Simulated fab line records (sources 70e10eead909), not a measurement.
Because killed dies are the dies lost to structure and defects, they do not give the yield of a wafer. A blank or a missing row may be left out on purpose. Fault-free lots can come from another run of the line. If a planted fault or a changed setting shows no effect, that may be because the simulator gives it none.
Chamber matching    flow nand-harc    NHARC_A_STAIRCASE_STRIP_476 on rie-diel-02: 4 sister chambers
The step strips in O2, time 20 s. 14 wafers are shown with their chamber, then 7 later ones without.

## EACH WAFER AND ITS CHAMBER
wafer   chamber  drypump-motor-current-A (A)  showerhead-plenum-p-Torr (Torr)  oes-product-au (a.u.)
L256.1  0        6.7                          3.64                             0.994
L256.3  2        5.5                          3.55                             0.992
L256.4  3        5.6                          3.64                             1.008
L264.1  3        5.6                          3.63                             1.006
L264.2  0        6.7                          3.62                             0.987
L264.3  2        5.5                          3.54                             0.996
L263.3  0        6.7                          3.62                             0.996
L263.5  0        6.7                          3.62                             0.994
L263.6  1        5.1                          3.52                             1.000
L267.2  0        6.7                          3.61                             0.995
L267.5  0        6.7                          3.61                             0.995
L267.6  1        5.0                          3.51                             0.999
L274.2  2        5.5                          3.52                             0.988
L274.3  3        5.5                          3.61                             1.000

SIGNATURES (averages over the wafers above)
reading                   chamber 0  chamber 1  chamber 2  chamber 3  scatter within a chamber
drypump-motor-current-A   6.700      5.050      5.500      5.567      0.0342
showerhead-plenum-p-Torr  3.6200     3.5150     3.5367     3.6267     0.0126
oes-product-au            0.99350    0.99950    0.99200    1.00467    0.00347
Rule: for a wafer and a chamber, the distance is found by dividing, reading by reading, the gap between the wafer's reading and the chamber's mean by the reading's scatter, squaring, summing and taking the root. If the next closest chamber is less than 2 further off than the closest, the wafer can't be placed; otherwise it belongs to the closest. How the scatter is found: for the shown wafers, subtract from each reading the mean of its chamber, square and add these, divide the total by (wafers less chambers), then take the root.

## WAFERS MISSING THEIR CHAMBER
wafer   drypump-motor-current-A (A)  showerhead-plenum-p-Torr (Torr)  oes-product-au (a.u.)
L274.4  6.7                          3.60                             0.983
L277.1  5.1                          3.50                             0.987
L277.4  6.6                          3.60                             0.997
L277.5  5.5                          3.51                             1.004
L278.1  5.6                          3.60                             1.007
L278.3  5.1                          3.49                             0.987
L278.5  5.1                          3.49                             0.980

## CHAMBER TAKEN BY EACH
wafer   from the rows above  in truth
L274.4  0                    0
L277.1  1                    1
L277.4  0                    0
L277.5  2                    2
L278.1  3                    3
L278.3  1                    1
L278.5  1                    1
Correct placement for 7 of the 7. Number that these rows cannot place: 0. 0 placed wrongly.
